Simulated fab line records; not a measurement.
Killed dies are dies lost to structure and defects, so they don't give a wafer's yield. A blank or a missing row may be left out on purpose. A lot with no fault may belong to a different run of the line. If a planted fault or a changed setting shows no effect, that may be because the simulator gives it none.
Chamber matching + flow n5Finfet + cvdCo-02 running N5_BEOL_M3_PRE_CLEAN_60: 3 sister chambers
The step time 15 s. 3 wafers are shown with their chamber, then 12 later ones without.

## WAFERS WITH THEIR CHAMBER
| wafer  | chamber | heaterPowerOuterW (W) |
|--------|---------|-----------------------|
| L086.4 | 2       | 22                    |
| L089.4 | 0       | 20                    |
| L089.5 | 1       | 11                    |

## WAFERS WITH NO CHAMBER GIVEN
| wafer  | heaterPowerOuterW (W) |
|--------|-----------------------|
| L087.2 | 11                    |
| L087.4 | 20                    |
| L087.5 | 22                    |
| L090.2 | 20                    |
| L090.3 | 22                    |
| L090.4 | 20                    |
| L091.1 | 22                    |
| L091.3 | 11                    |
| L091.6 | 22                    |
| L095.2 | 11                    |
| L095.3 | 20                    |
| L095.6 | 23                    |

## THE CHAMBER EACH PASSED THROUGH
| wafer  | from the rows above | in truth |
|--------|---------------------|----------|
| L087.2 | 1                   | 1        |
| L087.4 | 0                   | 0        |
| L087.5 | 2                   | 2        |
| L090.2 | 0                   | 0        |
| L090.3 | 2                   | 2        |
| L090.4 | 0                   | 0        |
| L091.1 | 2                   | 2        |
| L091.3 | 1                   | 1        |
| L091.6 | 2                   | 2        |
| L095.2 | 1                   | 1        |
| L095.3 | 0                   | 0        |
| L095.6 | 2                   | 2        |
12 of 12 placed correctly. Left unplaced by these rows: 0. Wrongly placed: 0.
How it was worked out, from the rows above alone: a wafer's distance from a chamber is the root of the sum, over the readings, of the square of ((its reading less the chamber's mean) divided by the reading's scatter). The wafer belongs to the nearest chamber; if the next one is less than 2 further off, it can't be placed. The mean given for a chamber averages the wafers shown for that chamber. The scatter: root of mean squared gap, hidden wafer to nearest shown wafer, with one shown wafer a chamber.
